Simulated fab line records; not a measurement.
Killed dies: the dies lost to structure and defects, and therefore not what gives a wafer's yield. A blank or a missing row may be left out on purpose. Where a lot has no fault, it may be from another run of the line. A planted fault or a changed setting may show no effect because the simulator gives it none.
Chamber matching / flow nand-harc / NHARC_A_CHANNEL_FILL_D1_STRIP_28 on rie-diel-03: 4 sister chambers
The step strips in O2, time 20 s. 8 wafers are shown with their chamber, then 11 later ones without.

## WAFERS, EACH WITH ITS CHAMBER
wafer=L080.5; chamber=1; drypump-motor-current-A (A)=5.0; oes-product-au (a.u.)=0.989
wafer=L082.4; chamber=2; drypump-motor-current-A (A)=6.1; oes-product-au (a.u.)=1.002
wafer=L082.5; chamber=0; drypump-motor-current-A (A)=5.7; oes-product-au (a.u.)=1.011
wafer=L082.6; chamber=3; drypump-motor-current-A (A)=5.9; oes-product-au (a.u.)=1.002
wafer=L084.1; chamber=1; drypump-motor-current-A (A)=5.1; oes-product-au (a.u.)=0.983
wafer=L084.2; chamber=0; drypump-motor-current-A (A)=5.7; oes-product-au (a.u.)=0.998
wafer=L084.4; chamber=2; drypump-motor-current-A (A)=6.1; oes-product-au (a.u.)=1.007
wafer=L088.1; chamber=3; drypump-motor-current-A (A)=5.9; oes-product-au (a.u.)=0.997

## WAFERS WITH NO CHAMBER GIVEN
wafer=L088.3; drypump-motor-current-A (A)=5.7; oes-product-au (a.u.)=1.012
wafer=L088.6; drypump-motor-current-A (A)=5.0; oes-product-au (a.u.)=0.983
wafer=L086.1; drypump-motor-current-A (A)=5.9; oes-product-au (a.u.)=0.985
wafer=L086.3; drypump-motor-current-A (A)=6.1; oes-product-au (a.u.)=1.001
wafer=L086.6; drypump-motor-current-A (A)=5.1; oes-product-au (a.u.)=0.976
wafer=L094.1; drypump-motor-current-A (A)=5.0; oes-product-au (a.u.)=0.987
wafer=L094.2; drypump-motor-current-A (A)=5.9; oes-product-au (a.u.)=0.996
wafer=L094.4; drypump-motor-current-A (A)=6.1; oes-product-au (a.u.)=1.010
wafer=L095.3; drypump-motor-current-A (A)=5.1; oes-product-au (a.u.)=0.990
wafer=L095.4; drypump-motor-current-A (A)=6.1; oes-product-au (a.u.)=1.013
wafer=L095.6; drypump-motor-current-A (A)=5.9; oes-product-au (a.u.)=1.002

## EACH ONE'S CHAMBER
wafer=L088.3; from the rows above=0; in truth=0
wafer=L088.6; from the rows above=1; in truth=1
wafer=L086.1; from the rows above=3; in truth=3
wafer=L086.3; from the rows above=2; in truth=2
wafer=L086.6; from the rows above=1; in truth=1
wafer=L094.1; from the rows above=1; in truth=1
wafer=L094.2; from the rows above=3; in truth=3
wafer=L094.4; from the rows above=2; in truth=2
wafer=L095.3; from the rows above=1; in truth=1
wafer=L095.4; from the rows above=2; in truth=2
wafer=L095.6; from the rows above=3; in truth=3
11 of 11 placed correctly. From these rows, 0 cannot be placed. 0 placed wrongly.
How it was worked out, from the rows above alone: a wafer's distance from a chamber is the root of the sum, over the readings, of the square of ((its reading less the chamber's mean) divided by the reading's scatter). The wafer belongs to the nearest chamber; if the next one is less than 2 further off, it can't be placed. Each chamber's mean is taken over the wafers shown for it. How the scatter is found: for the shown wafers, subtract from each reading the mean of its chamber, square and add these, divide the total by (wafers less chambers), then take the root.
